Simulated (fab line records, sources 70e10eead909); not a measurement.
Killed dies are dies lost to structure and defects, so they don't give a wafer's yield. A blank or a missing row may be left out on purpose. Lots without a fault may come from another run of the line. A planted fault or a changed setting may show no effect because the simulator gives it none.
A struck lot beside a sound one | flow nand_harc | 15 steps out of a route of 1302
Sound: wafers L517.1, L517.2, L517.3. Struck: wafer L523.5. (L523.1, L523.2 of the same lot were not struck and are left out.) The cause comes at the end.
At each step with rows: each side's tool, then ch and its chambers, then its first start. Under that, the readings that differ: sound wafers | struck wafers | difference of the means | sigmas: that difference in standard deviations of wafers without a fault.
alike: readings whose means differ by less than 2 such deviations, and words and numbers that are the same on both sides. not compared: withheld readings, readings that some wafer has no value for, bounds like >300 that may hide the same value, and numbers for which the record gives no deviation and whose values overlap.
The two part at a step that has a row with sigmas, a row that says differs or no value, or rows on one side only. Numbers that don't overlap but have no deviation are shown without sigmas and don't part them. A reading that every wafer of one side lacks parts them only if that side has two wafers or more.

NHARC_A_CONTACT_ETCH_134: etches the open film in C4F8/O2/Ar, time 140 s, target depth 700 nm.
  sound on har_cap_etch-01 ch 0,1, day 23 02:20; struck on har_cap_etch-02 ch 1, day 25 17:35
  alike: run_length_s
  not compared: rf_hours_counter_h
NHARC_A_CONTACT_ETCH_135: etches the open film in C4F8/O2/Ar, time 311 s, target depth 1912 nm.
  sound on har_cap_etch-01 ch 0,1, day 23 02:36; struck on har_cap_etch-02 ch 1, day 25 17:47
  not compared: rf_hours_counter_h, run_length_s
NHARC_A_CONTACT_ETCH_136: etches the open film in C4F8/O2/Ar, time 311 s, target depth 1912 nm.
  sound on har_cap_etch-01 ch 0,1, day 23 02:58; struck on har_cap_etch-02 ch 1, day 25 18:04
  not compared: rf_hours_counter_h, run_length_s
then, 3 steps without rows for these wafers: NHARC_A_CONTACT_ETCH_137 (etches the open film in C4F8/O2/Ar, time 311 s, target depth 1912 nm); NHARC_A_CONTACT_ETCH_138 (etches the open film in C4F8/O2/Ar, time 311 s, target depth 1914 nm); NHARC_A_CONTACT_ETCH_139 (etches the open film in C4F8/O2/Ar, time 195 s, target depth 840 nm).
NHARC_A_CONTACT_ETCH_92: etches the open film in CH3F/O2, target depth 40 nm, time 85.7 s.
  sound on rie_diel-07 ch 1,2,3, day 23 04:25; struck on rie_diel-07 ch 1, day 25 19:26
  alike: drypump_motor_current_A, oes_product_au, rf_fwd_power_W, rf_vpp_V, run_length_s, showerhead_plenum_p_Torr, throttle_valve_pct
  not compared: rf_hours_counter_h
NHARC_A_CONTACT_ETCH_98: etches the open film in C4F6/O2, target depth 20 nm, time 10 s.
  sound on rie_diel-07 ch 0,1,3; struck on rie_diel-07 ch 2
  alike: drypump_motor_current_A, oes_product_au, rf_fwd_power_W, rf_vpp_V, run_length_s, showerhead_plenum_p_Torr, throttle_valve_pct
  not compared: rf_hours_counter_h
NHARC_A_CONTACT_CD_MEAS_15:
  sound on cd_sem-03, day 23 04:37; struck on cd_sem-03, day 25 19:39
  alike: cd_nm
then, 3 steps without rows for these wafers: NHARC_A_CONTACT_STRIP_107 (strips in N2/H2); NHARC_A_CONTACT_STRIP_108 (strips in CF4/CHF3); NHARC_A_CONTACT_STRIP_109 (strips in O2/COS).
NHARC_A_CONTACT_ETCH_110: etches the open film in CF4/O2, target depth 60 nm, overetch 6 nm, time 33 s.
  sound on rie_diel-07 ch 0,1,3, day 23 04:55; struck on rie_diel-07 ch 2, day 25 19:57
  reading          | sound          | struck | difference | sigmas
  run_length_s (s) | 54.6 54.2 54.6 | 49.6   | -4.9       | -14
  alike: drypump_motor_current_A, oes_product_au, rf_vpp_V, showerhead_plenum_p_Torr, throttle_valve_pct
  not compared: rf_fwd_power_W, rf_hours_counter_h
then, 1 step without rows for these wafers: NHARC_A_CONTACT_STRIP_26 (strips in O2).
-- the record jumps here: 2 days lie between the struck wafers' starts before and after (it left off in module A_CONTACT and takes up again in module END, whose first step shown is number 1302 of the route) --
NHARC_END_SORT_01:
  the record has rows for the struck wafers here (prober-02 ch 0, day 28 02:27) and none for the sound ones

WHERE THEY PART
First at NHARC_A_CONTACT_ETCH_110; last, within this record, at NHARC_END_SORT_01.

WHY: what the simulator had put in
Process parameter drift: rie_diel-07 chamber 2, from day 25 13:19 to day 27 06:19, at NHARC_A_CONTACT_ETCH_110. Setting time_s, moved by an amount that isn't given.
